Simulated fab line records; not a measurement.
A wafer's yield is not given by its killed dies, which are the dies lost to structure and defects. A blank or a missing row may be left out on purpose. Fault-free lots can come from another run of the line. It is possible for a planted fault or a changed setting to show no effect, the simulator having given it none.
A lot that was struck, set against a sound lot ; flow nandHarc ; 14 out of 1159 route steps
Sound: these wafers, L810.3, L810.4, L810.6. Struck: wafer L812.6 (left out: L812.2, L812.5 of the same lot, which were not struck); the cause appears at the end.
For every step that has rows: the tool of each side, followed by ch and its chambers, followed by its first start. Under that, the readings that differ: sound wafers ; struck wafers ; difference of the means ; sigmas: that difference in standard deviations of wafers without a fault.
alike: a reading whose means differ by less than 2 such deviations, as well as words and numbers matching on both sides. not compared: withheld readings; readings where some wafer has no value; bounds like >300 that might hide an equal value; numbers whose values overlap and for which the record gives no deviation.
The two part at a step that has a row with sigmas, a row that says differs or no value, or rows on one side only. Numbers that have no deviation but don't overlap get no sigmas and don't part them. A reading missing from all wafers of one side parts the sides only when that side holds two or more wafers.

first, 8 steps without rows for these wafers: NHARC_A_CONTACT_COAT_34 (time 75 s); NHARC_A_CONTACT_COAT_35 (time 65 s); NHARC_A_CONTACT_COAT_36 (resist thk 90 nm); NHARC_A_CONTACT_SOFTBAKE_37 (time 55 s); NHARC_A_CONTACT_EBR_38; NHARC_A_CONTACT_EXPOSE_39 (exposes mask A CC 3); NHARC_A_CONTACT_PEB_40 (peb time 65 s); NHARC_A_CONTACT_DEVELOP_41 (develop time 35 s).
NHARC_A_CONTACT_CD_MEAS_42: target cd 200 nm.
  sound on cdSem-03 ch 0, day 18 10:40; struck on cdSem-02 ch 0, day 18 16:09
  alike: cdNm
NHARC_A_CONTACT_OVL_MEAS_43:
  sound on overlay-01, day 18 10:45; struck on overlay-02, day 18 16:15
reading;sound;struck;difference;sigmas
overlayXNm (nm);0.3 0.5 0.8;-1.2;-1.7;-2
  alike: overlayYNm
NHARC_A_CONTACT_INSPECT_44:
  sound on defectInspect-01, day 18 10:47; struck on defectInspect-02, day 18 16:17
  alike: rawDefectCount
NHARC_A_CONTACT_DESCUM_47: chemistry O2, time 3 s.
  sound on rieDiel-07 ch 0,3, day 18 10:50; struck on rieDiel-07 ch 3, day 18 16:22
  alike: drypumpMotorCurrentA, oesProductAu, rfVppV, showerheadPlenumPTorr, throttleValvePct
  not compared: rfHoursCounterH
NHARC_A_CONTACT_ETCH_48: etches the open film in CF4, target depth 39 nm, time 65 s.
  sound on rieDiel-07 ch 1,2,3, day 18 10:56; struck on rieDiel-07 ch 1, day 18 16:27
reading;sound;struck;difference;sigmas
runLengthS (s);86.4 87.0 86.1;67.0;-19.5;-40
  alike: drypumpMotorCurrentA, oesProductAu, rfVppV, showerheadPlenumPTorr, throttleValvePct
  not compared: rfHoursCounterH
NHARC_A_CONTACT_ETCH_49: etches the open film in N2/H2, target depth 260 nm, time 475.3 s.
  sound: rieDiel-07 ch 0,2; struck: rieDiel-07 ch 0
  alike: drypumpMotorCurrentA, oesProductAu, rfVppV, runLengthS, showerheadPlenumPTorr, throttleValvePct
  not compared: rfHoursCounterH

== WHERE THEY PART ==
First at NHARC_A_CONTACT_OVL_MEAS_43; last, within this record, at NHARC_A_CONTACT_ETCH_48. Later steps at which nothing parts them and some readings are alike: NHARC_A_CONTACT_ETCH_49.

WHY: whatever the simulator had introduced
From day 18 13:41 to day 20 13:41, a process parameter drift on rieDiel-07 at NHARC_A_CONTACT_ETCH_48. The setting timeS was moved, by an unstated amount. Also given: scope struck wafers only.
